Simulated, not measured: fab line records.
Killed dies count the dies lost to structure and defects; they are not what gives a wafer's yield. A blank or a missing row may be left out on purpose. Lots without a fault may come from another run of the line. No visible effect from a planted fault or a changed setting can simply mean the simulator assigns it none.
Lot-split experiment + flow n5_finfet + 39 wafers read across 7 lots, on a route 1938 steps long

## ON THE SPLIT
At N5_BEOL_M1_ILD_DEP_00 (deposits SiOC from DEMS/O2, target thk 79 nm, time 15.3 s), the setting time_s was moved away from the recipe's 15.3 s on 12 of the 39 wafers read, by -20.4% to +51.4%. For the rest of the wafers, this setting stayed at what the recipe calls for.

There is no step in the file separating the split from the reading.

## THE READING
Values of M1_ILD_THK in nm from N5_BEOL_M1_THK_MEAS_01. Fault-free wafers of this fab line usually give 79.1 nm, standard deviation 0.92 nm.

| wafer  | tool, chamber at the split | time_s as run, s | against the recipe | M1_ILD_THK, nm | against lot-mates on the recipe |
|--------|----------------------------|------------------|--------------------|----------------|---------------------------------|
| L074.1 | pecvd-03, 1                | 19.48            | +27.3%             | 99.5           | +19.3                           |
| L074.2 | pecvd-03, 0                | 19.48            | +27.3%             | 100.5          | +20.3                           |
| L074.3 | pecvd-03, 2                | 15.3             | recipe             | 79.8           | -                               |
| L074.4 | pecvd-03, 0                | 15.3             | recipe             | 80.5           | -                               |
| L074.5 | pecvd-03, 2                | 19.48            | +27.3%             | 102.1          | +21.9                           |
| L074.6 | pecvd-03, 1                | 15.3             | recipe             | 80.4           | -                               |
| L076.1 | pecvd-02, 2                | 15.3             | recipe             | 78.0           | -                               |
| L076.2 | pecvd-02, 0                | 12.18            | -20.4%             | 63.1           | -15.5                           |
| L076.3 | pecvd-02, 1                | 15.3             | recipe             | 78.2           | -                               |
| L076.4 | pecvd-02, 2                | 15.3             | recipe             | 79.6           | -                               |
| L076.5 | pecvd-02, 0                | 12.18            | -20.4%             | 64.4           | -14.2                           |
| L076.6 | pecvd-02, 1                | 12.18            | -20.4%             | 63.5           | -15.1                           |
| L078.1 | pecvd-02, 1                | 15.3             | recipe             | 77.8           | -                               |
| L078.2 | pecvd-02, 0                | 15.3             | recipe             | 78.8           | -                               |
| L078.5 | pecvd-02, 2                | 15.3             | recipe             | 80.0           | -                               |
| L077.1 | pecvd-02, 1                | 15.3             | recipe             | 77.4           | -                               |
| L077.2 | pecvd-02, 0,2              | 15.3             | recipe             | 79.4           | -                               |
| L077.3 | pecvd-02, 2                | 15.3             | recipe             | 78.3           | -                               |
| L077.4 | pecvd-02, 0,2              | 15.3             | recipe             | 79.5           | -                               |
| L077.5 | pecvd-02, 0                | 15.3             | recipe             | 79.5           | -                               |
| L077.6 | pecvd-02, 1                | 15.3             | recipe             | 79.1           | -                               |
| L091.1 | pecvd-02, 0                | 15.3             | recipe             | 78.3           | -                               |
| L091.2 | pecvd-02, 1                | 15.3             | recipe             | 77.2           | -                               |
| L091.3 | pecvd-02, 2                | 15.3             | recipe             | 78.6           | -                               |
| L091.4 | pecvd-02, 2                | 15.3             | recipe             | 79.4           | -                               |
| L091.5 | pecvd-02, 0                | 15.3             | recipe             | 79.1           | -                               |
| L091.6 | pecvd-02, 1                | 15.3             | recipe             | 77.6           | -                               |
| L093.1 | pecvd-03, 0                | 15.3             | recipe             | 77.1           | -                               |
| L093.2 | pecvd-03, 1                | 23.16            | +51.4%             | 117.6          | +39.0                           |
| L093.3 | pecvd-03, 2                | 23.16            | +51.4%             | 117.3          | +38.7                           |
| L093.4 | pecvd-03, 2,1              | 15.3             | recipe             | 79.4           | -                               |
| L093.5 | pecvd-03, 2,1              | 15.3             | recipe             | 79.4           | -                               |
| L093.6 | pecvd-03, 0                | 23.16            | +51.4%             | 120.0          | +41.4                           |
| L095.1 | pecvd-03, 2,1              | 15.3             | recipe             | 78.6           | -                               |
| L095.2 | pecvd-03, 2,1              | 15.3             | recipe             | 78.7           | -                               |
| L095.3 | pecvd-03, 0                | 20.38            | +33.2%             | 104.0          | +24.9                           |
| L095.4 | pecvd-03, 1                | 20.38            | +33.2%             | 106.2          | +27.1                           |
| L095.5 | pecvd-03, 2                | 15.3             | recipe             | 80.1           | -                               |
| L095.6 | pecvd-03, 0                | 20.38            | +33.2%             | 106.7          | +27.6                           |
Rows listing several chambers each stand for several wafers; the file does not say which wafer went through which chamber.

FIT RESULTS
A straight line over all 39 wafers: M1_ILD_THK changes by +0.776 nm for each +1% of time_s; r = +1.00; the points scatter about the line by 1.1 nm.
The same after taking each lot's own level away (the mean of its wafers on the recipe; 39 wafers): +0.769 nm for each +1%; r = +1.00; scatter 0.96 nm.
According to that fit, moving time_s by its largest amount changes the reading by 40 nm.
Across the lots, their own levels run from 78.37 to 80.23 nm, a range of 2.0 times the standard deviation given above.
Consequently the slope shifts little with the lot-to-lot level, the two slopes agreeing.
Check: with one of the wafers moved furthest among these (+51.4%) left out of the fit, the line predicts +39.8 nm for it against its lot-mates. It came out at +39 nm against them.

## FURTHER SPLITS ON THESE WAFERS
These wafers also went through other splits before the reading. Each is held against what the fit with the lots' levels taken away leaves over:
| other split on the same wafers              | wafers away from the commonest value | r with M1_ILD_THK (lot level and that fit taken away) |
|---------------------------------------------|--------------------------------------|-------------------------------------------------------|
| N5_BEOL_M0_SAQP_SPACER2_ALD_26 target_thk_a | 6                                    | -0.10                                                 |

## THE WHOLE CHAIN: every reading that the file lists as answering this split, in the file's order
| step                   | what it does                                              | reading                                                                            | change (the file's fit)               | r (the file's) |
|------------------------|-----------------------------------------------------------|------------------------------------------------------------------------------------|---------------------------------------|----------------|
| N5_BEOL_M1_ILD_DEP_00  | deposits SiOC from DEMS/O2, target thk 79 nm, time 15.3 s | SiOC_of_BEOL_M1_ILD_DEP_00.thk_nm (the simulator's own value, which no gauge read) | +0.771 nm for each +1% of the setting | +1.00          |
| N5_BEOL_M1_THK_MEAS_01 |                                                           | M1_ILD_THK                                                                         | +0.772 for each +1% of the setting    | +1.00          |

## THE FILE'S OWN FIT
M1_ILD_THK changes by +0.772 nm for each +1% of time_s, r = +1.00.
